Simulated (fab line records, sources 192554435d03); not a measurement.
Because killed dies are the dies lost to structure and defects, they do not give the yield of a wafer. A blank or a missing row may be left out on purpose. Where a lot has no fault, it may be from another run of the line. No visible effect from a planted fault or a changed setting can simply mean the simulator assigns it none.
Matching of chambers | flow n5-finfet | N5_PMOS_HMC_CHANNEL_EPI_ETCH_32 on rie-diel-02 has 4 sister chambers
The step etches BARC in N2/H2, stops on SiO2, target depth 85.8 nm, time 50.3 s. 14 wafers are shown with their chamber, then 7 later ones without.

== WAFERS WITH THEIR CHAMBER ==
wafer  | chamber | showerhead-plenum-p-Torr (Torr) | oes-product-au (a.u.) | throttle-valve-pct (%)
L105.1 | 1       | 2.66                            | 0.65                  | 17.87
L105.2 | 0       | 2.57                            | 0.66                  | 18.08
L105.6 | 0       | 2.57                            | 0.66                  | 18.08
L108.2 | 3       | 2.48                            | 0.72                  | 18.07
L108.3 | 1       | 2.66                            | 0.65                  | 17.86
L108.5 | 2       | 2.54                            | 0.63                  | 17.88
L109.3 | 2       | 2.54                            | 0.62                  | 17.88
L109.4 | 0       | 2.57                            | 0.66                  | 18.12
L109.6 | 3       | 2.48                            | 0.72                  | 18.08
L110.1 | 1       | 2.66                            | 0.64                  | 17.87
L110.3 | 3       | 2.47                            | 0.72                  | 18.07
L110.4 | 2       | 2.54                            | 0.63                  | 17.87
L112.4 | 1       | 2.65                            | 0.64                  | 17.87
L112.5 | 3       | 2.47                            | 0.72                  | 18.09

SIGNATURES, as means of the wafers listed above
reading                  | chamber 0 | chamber 1 | chamber 2 | chamber 3 | scatter within a chamber
showerhead-plenum-p-Torr | 2.5700    | 2.6575    | 2.5400    | 2.4750    | 0.00418
oes-product-au           | 0.6600    | 0.6450    | 0.6267    | 0.7200    | 0.00408
throttle-valve-pct       | 18.0933   | 17.8675   | 17.8767   | 18.0775   | 0.0122
Rule: for a wafer and a chamber, the distance is found by dividing, reading by reading, the gap between the wafer's reading and the chamber's mean by the reading's scatter, squaring, summing and taking the root. The wafer belongs to the nearest chamber; if the next one is less than 2 further off, it can't be placed. How the scatter is found: for the shown wafers, subtract from each reading the mean of its chamber, square and add these, divide the total by (wafers less chambers), then take the root.

== WAFERS WITHOUT THEIR CHAMBER ==
wafer  | showerhead-plenum-p-Torr (Torr) | oes-product-au (a.u.) | throttle-valve-pct (%)
L112.6 | 2.54                            | 0.63                  | 17.88
L116.1 | 2.53                            | 0.62                  | 17.90
L116.2 | 2.65                            | 0.62                  | 17.90
L116.6 | 2.47                            | 0.70                  | 18.11
L127.2 | 2.55                            | 0.63                  | 18.16
L127.3 | 2.46                            | 0.69                  | 18.16
L127.5 | 2.64                            | 0.62                  | 17.92

== EACH ONE'S CHAMBER ==
wafer  | from the rows above | in truth
L112.6 | 2                   | 2
L116.1 | 2                   | 2
L116.2 | 1                   | 1
L116.6 | 3                   | 3
L127.2 | 0                   | 0
L127.3 | 3                   | 3
L127.5 | 1                   | 1
Placed correctly: 7 of 7. Left unplaced by these rows: 0. 0 placed wrongly.
